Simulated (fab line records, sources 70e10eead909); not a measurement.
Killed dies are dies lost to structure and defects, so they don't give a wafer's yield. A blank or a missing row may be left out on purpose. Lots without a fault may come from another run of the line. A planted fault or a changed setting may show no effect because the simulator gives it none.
Which tool did it? | flow nand_harc | 24 lots, 72 wafers sampled, at 6 steps of a route of 1302

WHAT THE GAUGES READ, wafer by wafer
The record holds no reading of a measuring or inspecting step that can be judged against a usual standard deviation.

WHICH TOOL RAN EACH LOT (tool, then ch and the chambers of the sampled wafers, then the start)
lot  | NHARC_A_STAIRCASE_ETCH_230                    | NHARC_A_STAIRCASE_STRIP_238          | NHARC_A_STAIRCASE_ETCH_253         | NHARC_A_STAIRCASE_STRIP_254          | NHARC_A_STAIRCASE_DESCUM_270       | NHARC_A_STAIRCASE_HM_DEP_459
L074 | rie_diel-11 ch 0,2, day 16 06:31 or earlier   | plasma_asher-01 ch 0,1, day 16 06:31 | rie_diel-13 ch 0,3, day 16 08:07   | plasma_asher-02 ch 0,1, day 16 08:15 | rie_diel-13 ch 0,1,2, day 16 11:53 | acl_dep-02 ch 0, day 16 15:28
L075 | rie_diel-04 ch 1,2,3, day 16 15:11 or earlier | plasma_asher-02 ch 0,1, day 16 15:11 | rie_diel-13 ch 0,2, day 16 16:47   | plasma_asher-01 ch 0, day 16 16:55   | rie_diel-04 ch 0,3, day 16 23:34   | acl_dep-03 ch 0, day 17 06:33
L076 | rie_diel-04 ch 0,1,3, day 17 08:51 or earlier | plasma_asher-02 ch 0,1, day 17 08:51 | rie_diel-13 ch 1,2,3, day 17 10:29 | plasma_asher-02 ch 0,1, day 17 10:34 | rie_diel-13 ch 0,1,3, day 17 14:37 | acl_dep-03 ch 0, day 17 17:59
L077 | rie_diel-04 ch 0,2, day 17 09:55 or earlier   | plasma_asher-01 ch 0, day 17 09:55   | rie_diel-13 ch 2,3, day 17 11:28   | plasma_asher-01 ch 0, day 17 11:37   | rie_diel-11 ch 0,1,3, day 17 16:56 | acl_dep-03 ch 0, day 17 20:15
L078 | rie_diel-13 ch 0,1,3, day 17 20:17 or earlier | plasma_asher-02 ch 0,1, day 17 20:17 | rie_diel-13 ch 0,3, day 17 22:01   | plasma_asher-02 ch 0,1, day 17 22:08 | rie_diel-04 ch 1,3, day 18 01:46   | acl_dep-03 ch 0, day 18 05:05
L080 | rie_diel-04 ch 1,2,3, day 18 22:05 or earlier | plasma_asher-01 ch 0,1, day 18 22:05 | rie_diel-11 ch 1,2,3, day 18 23:35 | plasma_asher-01 ch 0,1, day 18 23:47 | rie_diel-04 ch 1,2, day 19 03:26   | acl_dep-03 ch 0, day 19 07:26
L079 | rie_diel-13 ch 0,2,3, day 18 23:27 or earlier | plasma_asher-01 ch 0,1, day 18 23:27 | rie_diel-04 ch 2,3, day 19 01:00   | plasma_asher-01 ch 0,1, day 19 01:05 | rie_diel-13 ch 2,3, day 19 05:17   | acl_dep-03 ch 0, day 19 10:16
L081 | rie_diel-13 ch 2,3, day 19 08:25 or earlier   | plasma_asher-01 ch 0,1, day 19 08:25 | rie_diel-04 ch 1,2,3, day 19 10:02 | plasma_asher-02 ch 0,1, day 19 10:07 | rie_diel-11 ch 0,1, day 19 15:05   | acl_dep-02 ch 0, day 19 22:25
L082 | rie_diel-13 ch 2,3, day 19 16:50 or earlier   | plasma_asher-01 ch 0,1, day 19 16:50 | rie_diel-04 ch 0,1, day 19 18:29   | plasma_asher-02 ch 0,1, day 19 18:37 | rie_diel-11 ch 0,1, day 19 23:19   | acl_dep-01 ch 0, day 20 03:55
L083 | rie_diel-13 ch 0,2,3, day 20 02:11 or earlier | plasma_asher-01 ch 1, day 20 02:11   | rie_diel-13 ch 0,2, day 20 03:47   | plasma_asher-02 ch 0,1, day 20 03:55 | rie_diel-04 ch 0,3, day 20 08:11   | acl_dep-01 ch 0, day 20 11:21
L084 | rie_diel-04 ch 1,2,3, day 20 12:32 or earlier | plasma_asher-02 ch 0,1, day 20 12:32 | rie_diel-04 ch 2,3, day 20 14:04   | plasma_asher-02 ch 0,1, day 20 14:14 | rie_diel-13 ch 2,3, day 20 20:41   | acl_dep-01 ch 0, day 21 00:44
L085 | rie_diel-13 ch 0,1,2, day 20 13:22 or earlier | plasma_asher-02 ch 0,1, day 20 13:22 | rie_diel-11 ch 1,2,3, day 20 15:01 | plasma_asher-02 ch 0, day 20 15:08   | rie_diel-04 ch 1,2,3, day 20 21:01 | acl_dep-03 ch 0, day 21 00:41
L087 | rie_diel-11 ch 0,1, day 21 02:06 or earlier   | plasma_asher-02 ch 0,1, day 21 02:06 | rie_diel-13 ch 0,1,2, day 21 03:30 | plasma_asher-02 ch 0,1, day 21 03:40 | rie_diel-11 ch 0,1, day 21 07:51   | acl_dep-01 ch 0, day 21 11:31
L086 | rie_diel-13 ch 0,2, day 21 03:44 or earlier   | plasma_asher-01 ch 0,1, day 21 03:44 | rie_diel-13 ch 0,2, day 21 05:13   | plasma_asher-01 ch 0,1, day 21 05:18 | rie_diel-11 ch 0,1,2, day 21 09:35 | acl_dep-02 ch 0, day 21 14:02
L088 | rie_diel-13 ch 1,2,3, day 22 01:38 or earlier | plasma_asher-01 ch 0,1, day 22 01:38 | rie_diel-13 ch 1,3, day 22 03:08   | plasma_asher-01 ch 0,1, day 22 03:21 | rie_diel-13 ch 0,2, day 22 06:55   | acl_dep-01 ch 0, day 22 11:37
L089 | rie_diel-04 ch 0,1, day 22 18:50 or earlier   | plasma_asher-02 ch 0,1, day 22 18:50 | rie_diel-04 ch 2,3, day 22 20:24   | plasma_asher-02 ch 0,1, day 22 20:39 | rie_diel-11 ch 1,2,3, day 23 00:11 | acl_dep-03 ch 0, day 23 05:02
L090 | rie_diel-11 ch 1,3, day 22 19:26 or earlier   | plasma_asher-02 ch 0,1, day 22 19:26 | rie_diel-04 ch 0,2,3, day 22 21:02 | plasma_asher-02 ch 0,1, day 22 21:13 | rie_diel-13 ch 0,1,3, day 23 03:58 | acl_dep-01 ch 0, day 23 07:01
L092 | rie_diel-11 ch 2,3, day 23 21:42 or earlier   | plasma_asher-01 ch 0,1, day 23 21:42 | rie_diel-04 ch 0,3, day 23 23:24   | plasma_asher-02 ch 0,1, day 23 23:30 | rie_diel-11 ch 1,2,3, day 24 03:15 | acl_dep-02 ch 0, day 24 10:49
L091 | rie_diel-04 ch 0,1,3, day 23 22:17 or earlier | plasma_asher-02 ch 1, day 23 22:17   | rie_diel-04 ch 0,3, day 23 23:55   | plasma_asher-02 ch 0,1, day 24 00:00 | rie_diel-04 ch 0,1, day 24 03:41   | acl_dep-03 ch 0, day 24 10:32
L093 | rie_diel-13 ch 0,2,3, day 24 08:35 or earlier | plasma_asher-02 ch 0,1, day 24 08:35 | rie_diel-13 ch 0,1,3, day 24 10:18 | plasma_asher-01 ch 0,1, day 24 10:26 | rie_diel-13 ch 0,2,3, day 24 14:53 | acl_dep-01 ch 0, day 24 20:04
L095 | rie_diel-11 ch 0,1,3, day 25 13:18 or earlier | plasma_asher-01 ch 0,1, day 25 13:18 | rie_diel-04 ch 0,1,3, day 25 14:53 | plasma_asher-02 ch 0,1, day 25 14:59 | rie_diel-13 ch 0,3, day 25 19:55   | acl_dep-01 ch 0, day 25 23:04
L094 | rie_diel-04 ch 0,1,3, day 25 15:40 or earlier | plasma_asher-01 ch 0,1, day 25 15:40 | rie_diel-04 ch 0,1,3, day 25 17:16 | plasma_asher-02 ch 0,1, day 25 17:22 | rie_diel-13 ch 1,3, day 25 23:07   | acl_dep-01 ch 0, day 26 04:08
L096 | rie_diel-11 ch 0,2,3, day 25 20:53 or earlier | plasma_asher-01 ch 0,1, day 25 20:53 | rie_diel-11 ch 0,1,2, day 25 22:27 | plasma_asher-02 ch 0,1, day 25 22:35 | rie_diel-04 ch 0,2,3, day 26 03:25 | acl_dep-03 ch 0, day 26 06:35
L097 | rie_diel-11 ch 1,2, day 26 07:14 or earlier   | plasma_asher-01 ch 0,1, day 26 07:14 | rie_diel-04 ch 0,1,2, day 26 08:42 | plasma_asher-01 ch 0,1, day 26 08:49 | rie_diel-04 ch 0,2,3, day 26 16:53 | acl_dep-02 ch 0, day 26 20:54
- NHARC_A_STAIRCASE_ETCH_230: etches the open film in C4F8/O2, target depth 100 nm, time 40.5 s.
- NHARC_A_STAIRCASE_STRIP_238: strips in O2.
- NHARC_A_STAIRCASE_ETCH_253: etches the open film in C4F8/O2, target depth 50 nm, time 20.2 s.
- NHARC_A_STAIRCASE_STRIP_254: strips in O2.
- NHARC_A_STAIRCASE_DESCUM_270: chemistry O2, time 3 s.
- NHARC_A_STAIRCASE_HM_DEP_459: deposits aC, target thk 1500 nm.

WHAT THE TOOLS THEMSELVES READ (means of the sampled wafers that have a number; where no wafer has one, the mark that the record gives instead)
NHARC_A_STAIRCASE_ETCH_230. Usual: oes_product_au 0.948 a.u., standard deviation 0.017; rf_vpp_V 896 V, standard deviation 6.5.
lot  | tool        | oes_product_au (a.u.) | rf_vpp_V (V) | flag
L074 | rie_diel-11 | 0.945                 | 897          |
L075 | rie_diel-04 | 0.974                 | 892          |
L076 | rie_diel-04 | 0.964                 | 895          |
L077 | rie_diel-04 | 0.970                 | 890          |
L078 | rie_diel-13 | 0.954                 | 895          |
L080 | rie_diel-04 | 0.920                 | 893          |
L079 | rie_diel-13 | 0.966                 | 894          |
L081 | rie_diel-13 | 0.939                 | 895          |
L082 | rie_diel-13 | 0.933                 | 890          |
L083 | rie_diel-13 | 0.951                 | 893          |
L084 | rie_diel-04 | 0.933                 | 892          |
L085 | rie_diel-13 | 0.951                 | 899          |
L087 | rie_diel-11 | 0.967                 | 901          |
L086 | rie_diel-13 | 0.968                 | 898          |
L088 | rie_diel-13 | 0.941                 | 898          |
L089 | rie_diel-04 | 0.955                 | 899          |
L090 | rie_diel-11 | 0.945                 | 899          |
L092 | rie_diel-11 | 0.953                 | 902          |
L091 | rie_diel-04 | 0.959                 | 895          |
L093 | rie_diel-13 | 0.954                 | 899          |
L095 | rie_diel-11 | 0.938                 | 900          |
L094 | rie_diel-04 | 0.943                 | 893          |
L096 | rie_diel-11 | 0.919                 | 903          |
L097 | rie_diel-11 | 0.937                 | 894          |

NHARC_A_STAIRCASE_STRIP_238. Usual: drypump_motor_current_A 5.7 A, standard deviation 0.4; heater_power_w 330 W, standard deviation 39.
lot  | tool            | drypump_motor_current_A (A) | heater_power_w (W) | flag
L074 | plasma_asher-01 | 5.9                         | 306                |
L075 | plasma_asher-02 | 5.7                         | 362                |
L076 | plasma_asher-02 | 5.7                         | 353                |
L077 | plasma_asher-01 | 6.3                         | 316                |
L078 | plasma_asher-02 | 5.7                         | 358                |
L080 | plasma_asher-01 | 5.6                         | 302                |
L079 | plasma_asher-01 | 6.0                         | 308                |
L081 | plasma_asher-01 | 5.6                         | 298                |
L082 | plasma_asher-01 | 5.6                         | 301                |
L083 | plasma_asher-01 | 5.3                         | 284                |
L084 | plasma_asher-02 | 5.6                         | 384                |
L085 | plasma_asher-02 | 5.7                         | 360                |
L087 | plasma_asher-02 | 5.5                         | 381                |
L086 | plasma_asher-01 | 6.0                         | 307                |
L088 | plasma_asher-01 | 6.0                         | 302                |
L089 | plasma_asher-02 | 5.7                         | 357                |
L090 | plasma_asher-02 | 5.5                         | 378                |
L092 | plasma_asher-01 | 5.6                         | 304                |
L091 | plasma_asher-02 | 5.4                         | 400                |
L093 | plasma_asher-02 | 5.7                         | 351                |
L095 | plasma_asher-01 | 6.0                         | 308                |
L094 | plasma_asher-01 | 6.0                         | 308                |
L096 | plasma_asher-01 | 5.6                         | 304                |
L097 | plasma_asher-01 | 5.9                         | 308                |

NHARC_A_STAIRCASE_ETCH_253. Usual: oes_product_au 0.957 a.u., standard deviation 0.017; rf_vpp_V 896 V, standard deviation 6.5.
lot  | tool        | oes_product_au (a.u.) | rf_vpp_V (V) | flag
L074 | rie_diel-13 | 0.981                 | 890          |
L075 | rie_diel-13 | 0.978                 | 897          |
L076 | rie_diel-13 | 0.956                 | 898          |
L077 | rie_diel-13 | 0.977                 | 891          |
L078 | rie_diel-13 | 0.971                 | 893          |
L080 | rie_diel-11 | 0.963                 | 899          |
L079 | rie_diel-04 | 0.971                 | 888          |
L081 | rie_diel-04 | 0.921                 | 892          |
L082 | rie_diel-04 | 0.969                 | 899          |
L083 | rie_diel-13 | 0.968                 | 897          |
L084 | rie_diel-04 | 0.956                 | 887          |
L085 | rie_diel-11 | 0.944                 | 900          |
L087 | rie_diel-13 | 0.957                 | 900          |
L086 | rie_diel-13 | 0.946                 | 897          |
L088 | rie_diel-13 | 0.967                 | 892          |
L089 | rie_diel-04 | 0.959                 | 888          |
L090 | rie_diel-04 | 0.970                 | 890          |
L092 | rie_diel-04 | 0.965                 | 894          |
L091 | rie_diel-04 | 0.949                 | 890          |
L093 | rie_diel-13 | 0.944                 | 902          |
L095 | rie_diel-04 | 0.942                 | 895          |
L094 | rie_diel-04 | 0.920                 | 895          |
L096 | rie_diel-11 | 0.966                 | 899          |
L097 | rie_diel-04 | 0.971                 | 900          |

NHARC_A_STAIRCASE_STRIP_254. Usual: drypump_motor_current_A 5.7 A, standard deviation 0.35; heater_power_w 346 W, standard deviation 43.
lot  | tool            | drypump_motor_current_A (A) | heater_power_w (W) | flag
L074 | plasma_asher-02 | 5.7                         | 359                |
L075 | plasma_asher-01 | 6.3                         | 316                |
L076 | plasma_asher-02 | 5.7                         | 359                |
L077 | plasma_asher-01 | 6.3                         | 318                |
L078 | plasma_asher-02 | 5.5                         | 372                |
L080 | plasma_asher-01 | 5.9                         | 310                |
L079 | plasma_asher-01 | 6.0                         | 310                |
L081 | plasma_asher-02 | 5.7                         | 353                |
L082 | plasma_asher-02 | 5.5                         | 383                |
L083 | plasma_asher-02 | 5.7                         | 352                |
L084 | plasma_asher-02 | 5.5                         | 375                |
L085 | plasma_asher-02 | 5.8                         | 331                |
L087 | plasma_asher-02 | 5.5                         | 374                |
L086 | plasma_asher-01 | 6.0                         | 305                |
L088 | plasma_asher-01 | 6.0                         | 309                |
L089 | plasma_asher-02 | 5.5                         | 386                |
L090 | plasma_asher-02 | 5.5                         | 381                |
L092 | plasma_asher-02 | 5.6                         | 357                |
L091 | plasma_asher-02 | 5.5                         | 380                |
L093 | plasma_asher-01 | 5.6                         | 307                |
L095 | plasma_asher-02 | 5.5                         | 381                |
L094 | plasma_asher-02 | 5.5                         | 376                |
L096 | plasma_asher-02 | 5.7                         | 353                |
L097 | plasma_asher-01 | 6.0                         | 313                |

NHARC_A_STAIRCASE_DESCUM_270. Usual: drypump_motor_current_A 5.6 A, standard deviation 0.46; oes_product_au 0.998 a.u., standard deviation 0.0099; rf_vpp_V 57.8 V, standard deviation 0.96; showerhead_plenum_p_Torr 1.94 Torr, standard deviation 0.11; throttle_valve_pct 11.311 %, standard deviation 0.0085.
lot  | tool        | drypump_motor_current_A (A) | oes_product_au (a.u.) | rf_vpp_V (V) | showerhead_plenum_p_Torr (Torr) | throttle_valve_pct (%) | flag
L074 | rie_diel-13 | 5.6                         | 1.010                 | 58.6         | 1.98                            | 11.309                 |
L075 | rie_diel-04 | 5.6                         | 0.991                 | 57.7         | 1.85                            | 11.314                 |
L076 | rie_diel-13 | 5.9                         | 0.992                 | 57.1         | 1.92                            | 11.312                 |
L077 | rie_diel-11 | 5.5                         | 0.998                 | 57.8         | 1.88                            | 11.310                 |
L078 | rie_diel-04 | 5.1                         | 0.984                 | 57.7         | 1.86                            | 11.309                 |
L080 | rie_diel-04 | 5.1                         | 1.019                 | 57.7         | 1.91                            | 11.308                 |
L079 | rie_diel-13 | 6.1                         | 1.009                 | 57.9         | 1.84                            | 11.311                 |
L081 | rie_diel-11 | 5.7                         | 0.989                 | 58.1         | 1.92                            | 11.309                 |
L082 | rie_diel-11 | 5.7                         | 0.996                 | 57.2         | 1.92                            | 11.309                 |
L083 | rie_diel-04 | 5.9                         | 0.993                 | 57.5         | 1.88                            | 11.309                 |
L084 | rie_diel-13 | 5.9                         | 1.006                 | 57.3         | 1.90                            | 11.303                 |
L085 | rie_diel-04 | 5.2                         | 1.006                 | 57.8         | 1.84                            | 11.319                 |
L087 | rie_diel-11 | 5.7                         | 0.994                 | 57.6         | 1.99                            | 11.312                 |
L086 | rie_diel-11 | 5.7                         | 0.990                 | 58.0         | 1.98                            | 11.311                 |
L088 | rie_diel-13 | 5.8                         | 0.998                 | 57.4         | 1.94                            | 11.310                 |
L089 | rie_diel-11 | 5.6                         | 0.994                 | 58.0         | 1.96                            | 11.314                 |
L090 | rie_diel-13 | 5.9                         | 0.997                 | 57.9         | 2.00                            | 11.308                 |
L092 | rie_diel-11 | 5.6                         | 1.001                 | 57.1         | 1.96                            | 11.307                 |
L091 | rie_diel-04 | 5.9                         | 1.000                 | 58.1         | 1.94                            | 11.321                 |
L093 | rie_diel-13 | 6.0                         | 1.002                 | 58.5         | 1.97                            | 11.313                 |
L095 | rie_diel-13 | 6.2                         | 1.013                 | 57.8         | 1.95                            | 11.318                 |
L094 | rie_diel-13 | 5.5                         | 0.993                 | 59.2         | 2.05                            | 11.316                 |
L096 | rie_diel-04 | 5.6                         | 0.991                 | 58.3         | 1.93                            | 11.306                 |
L097 | rie_diel-04 | 5.6                         | 0.998                 | 57.9         | 1.92                            | 11.307                 |

NHARC_A_STAIRCASE_HM_DEP_459. Usual: throttle_valve_pct 35.001 %, standard deviation 0.01.
lot  | tool       | throttle_valve_pct (%) | flag
L074 | acl_dep-02 | 34.999                 |
L075 | acl_dep-03 | 35.008                 |
L076 | acl_dep-03 | 35.001                 |
L077 | acl_dep-03 | 34.998                 |
L078 | acl_dep-03 | 35.003                 |
L080 | acl_dep-03 | 35.000                 |
L079 | acl_dep-03 | 35.007                 |
L081 | acl_dep-02 | 35.003                 |
L082 | acl_dep-01 | 34.997                 |
L083 | acl_dep-01 | 34.998                 |
L084 | acl_dep-01 | 35.002                 |
L085 | acl_dep-03 | 35.005                 |
L087 | acl_dep-01 | 35.000                 |
L086 | acl_dep-02 | 35.004                 |
L088 | acl_dep-01 | 34.996                 |
L089 | acl_dep-03 | 35.014                 |
L090 | acl_dep-01 | 34.996                 |
L092 | acl_dep-02 | 34.997                 |
L091 | acl_dep-03 | 34.999                 |
L093 | acl_dep-01 | 34.999                 |
L095 | acl_dep-01 | 34.995                 |
L094 | acl_dep-01 | 34.996                 |
L096 | acl_dep-03 | 35.010                 |
L097 | acl_dep-02 | 35.004                 |

THE ANSWER, worked out from the rows above alone
Rule: a lot is off if the mean of its wafers that have a number lies more than 3 standard deviations from the usual mean. A lot without any number at a reading at which 4 lots or more have one is off too. The other lots that the step has rows for count as sound. The gauges are gone through in route order, then the tools' own readings, and for those a lot's mean is taken as printed above. The first step at which some lot is off is used, and at that step the reading that is off furthest; a lot without a number counts as furthest.
No lot is off at any reading shown: from this, nothing can be told.

WHAT THE SIMULATOR HAD PUT IN
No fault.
